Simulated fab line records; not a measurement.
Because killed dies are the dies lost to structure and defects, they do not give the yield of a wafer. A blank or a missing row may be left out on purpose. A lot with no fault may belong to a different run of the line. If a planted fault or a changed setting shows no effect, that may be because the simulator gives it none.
Matching of chambers || flow n5-finfet || N5_BEOL_M11_ETCH_65 on rie-diel-04 has 4 sister chambers
The step etches SiARC in CF4, target depth 39 nm, time 65 s. 14 wafers are shown with their chamber, then 7 later ones without.

## WAFERS, EACH WITH ITS CHAMBER
{"wafer": "L075.3", "chamber": 0, "showerhead-plenum-p-Torr (Torr)": 2.13, "oes-product-au (a.u.)": 0.60, "throttle-valve-pct (%)": 15.84}
{"wafer": "L075.5", "chamber": 0, "showerhead-plenum-p-Torr (Torr)": 2.13, "oes-product-au (a.u.)": 0.60, "throttle-valve-pct (%)": 15.84}
{"wafer": "L075.6", "chamber": 1, "showerhead-plenum-p-Torr (Torr)": 2.05, "oes-product-au (a.u.)": 0.63, "throttle-valve-pct (%)": 15.82}
{"wafer": "L083.1", "chamber": 2, "showerhead-plenum-p-Torr (Torr)": 2.21, "oes-product-au (a.u.)": 0.62, "throttle-valve-pct (%)": 15.75}
{"wafer": "L083.2", "chamber": 3, "showerhead-plenum-p-Torr (Torr)": 2.27, "oes-product-au (a.u.)": 0.81, "throttle-valve-pct (%)": 15.59}
{"wafer": "L083.5", "chamber": 0, "showerhead-plenum-p-Torr (Torr)": 2.12, "oes-product-au (a.u.)": 0.60, "throttle-valve-pct (%)": 15.86}
{"wafer": "L081.1", "chamber": 2, "showerhead-plenum-p-Torr (Torr)": 2.21, "oes-product-au (a.u.)": 0.62, "throttle-valve-pct (%)": 15.77}
{"wafer": "L081.2", "chamber": 3, "showerhead-plenum-p-Torr (Torr)": 2.27, "oes-product-au (a.u.)": 0.79, "throttle-valve-pct (%)": 15.59}
{"wafer": "L081.5", "chamber": 2, "showerhead-plenum-p-Torr (Torr)": 2.21, "oes-product-au (a.u.)": 0.62, "throttle-valve-pct (%)": 15.77}
{"wafer": "L082.2", "chamber": 3, "showerhead-plenum-p-Torr (Torr)": 2.27, "oes-product-au (a.u.)": 0.78, "throttle-valve-pct (%)": 15.61}
{"wafer": "L082.4", "chamber": 0, "showerhead-plenum-p-Torr (Torr)": 2.12, "oes-product-au (a.u.)": 0.59, "throttle-valve-pct (%)": 15.88}
{"wafer": "L082.5", "chamber": 1, "showerhead-plenum-p-Torr (Torr)": 2.04, "oes-product-au (a.u.)": 0.63, "throttle-valve-pct (%)": 15.84}
{"wafer": "L086.1", "chamber": 1, "showerhead-plenum-p-Torr (Torr)": 2.04, "oes-product-au (a.u.)": 0.62, "throttle-valve-pct (%)": 15.86}
{"wafer": "L086.3", "chamber": 0, "showerhead-plenum-p-Torr (Torr)": 2.12, "oes-product-au (a.u.)": 0.58, "throttle-valve-pct (%)": 15.88}

SIGNATURES (means of the wafers above)
{"reading": "showerhead-plenum-p-Torr", "chamber 0": 2.1240, "chamber 1": 2.0433, "chamber 2": 2.2100, "chamber 3": 2.2700, "scatter within a chamber": 0.00432}
{"reading": "oes-product-au", "chamber 0": 0.5940, "chamber 1": 0.6267, "chamber 2": 0.6200, "chamber 3": 0.7933, "scatter within a chamber": 0.00924}
{"reading": "throttle-valve-pct", "chamber 0": 15.8600, "chamber 1": 15.8400, "chamber 2": 15.7633, "chamber 3": 15.5967, "scatter within a chamber": 0.0171}
Rule: a wafer lies at a distance from a chamber equal to the root of the sum of squares, over the readings, of (its reading less the chamber's mean, divided by the reading's scatter). The wafer belongs to the nearest chamber; if the next one is less than 2 further off, it can't be placed. The scatter: take each reading less its chamber's mean, square it, sum over the shown wafers, divide by the number of wafers less the number of chambers, and take the root.

## WAFERS WITHOUT THEIR CHAMBER
{"wafer": "L086.4", "showerhead-plenum-p-Torr (Torr)": 2.21, "oes-product-au (a.u.)": 0.61, "throttle-valve-pct (%)": 15.79}
{"wafer": "L095.3", "showerhead-plenum-p-Torr (Torr)": 2.20, "oes-product-au (a.u.)": 0.61, "throttle-valve-pct (%)": 15.83}
{"wafer": "L095.5", "showerhead-plenum-p-Torr (Torr)": 2.26, "oes-product-au (a.u.)": 0.76, "throttle-valve-pct (%)": 15.65}
{"wafer": "L095.6", "showerhead-plenum-p-Torr (Torr)": 2.20, "oes-product-au (a.u.)": 0.61, "throttle-valve-pct (%)": 15.83}
{"wafer": "L094.1", "showerhead-plenum-p-Torr (Torr)": 2.12, "oes-product-au (a.u.)": 0.58, "throttle-valve-pct (%)": 15.92}
{"wafer": "L094.5", "showerhead-plenum-p-Torr (Torr)": 2.26, "oes-product-au (a.u.)": 0.76, "throttle-valve-pct (%)": 15.64}
{"wafer": "L094.6", "showerhead-plenum-p-Torr (Torr)": 2.12, "oes-product-au (a.u.)": 0.57, "throttle-valve-pct (%)": 15.91}

## CHAMBER TAKEN BY EACH
{"wafer": "L086.4", "from the rows above": 2, "in truth": 2}
{"wafer": "L095.3", "from the rows above": 2, "in truth": 2}
{"wafer": "L095.5", "from the rows above": 3, "in truth": 3}
{"wafer": "L095.6", "from the rows above": 2, "in truth": 2}
{"wafer": "L094.1", "from the rows above": 0, "in truth": 0}
{"wafer": "L094.5", "from the rows above": 3, "in truth": 3}
{"wafer": "L094.6", "from the rows above": 0, "in truth": 0}
Correct placement for 7 of the 7. Number that these rows cannot place: 0. Placed wrongly: 0.
